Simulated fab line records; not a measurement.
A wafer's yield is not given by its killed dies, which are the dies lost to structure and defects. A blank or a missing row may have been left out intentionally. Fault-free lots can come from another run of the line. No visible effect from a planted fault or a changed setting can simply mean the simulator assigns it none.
Chamber matching    flow n5Finfet    4 sister chambers for N5_STI_FIN_REVEAL_ALD_00 on aldSin-01
The step deposits SiO2, target thk 1 nm, pulse time 1 s. 4 wafers are shown with their chamber, then 8 later ones without.

WAFERS WITH THEIR CHAMBER
wafer   chamber  heaterPowerW (W)
L082.1  2        514
L082.2  3        567
L082.3  0        477
L082.4  1        458

WAFERS WITH NO CHAMBER GIVEN
wafer   heaterPowerW (W)
L082.5  473
L082.6  552
L089.1  557
L089.2  460
L089.3  484
L091.2  459
L091.3  479
L091.5  466

EACH ONE'S CHAMBER
wafer   from the rows above      in truth
L082.5  can't be placed: 0 or 1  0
L082.6  3                        3
L089.1  3                        3
L089.2  can't be placed: 1 or 0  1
L089.3  0                        0
L091.2  1                        1
L091.3  0                        0
L091.5  can't be placed: 1 or 0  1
Correctly placed: 5 of 8. These rows do not allow placing 3 (true chamber among the candidates in 3). 0 placed wrongly.
How it was worked out, from the rows above alone: a wafer's distance from a chamber is the root of the sum, over the readings, of the square of ((its reading less the chamber's mean) divided by the reading's scatter). If the next closest chamber is less than 2 further off than the closest, the wafer can't be placed; otherwise it belongs to the closest. Each chamber's mean is taken over the wafers shown for it. The scatter: root of mean squared gap, hidden wafer to nearest shown wafer, with one shown wafer a chamber.
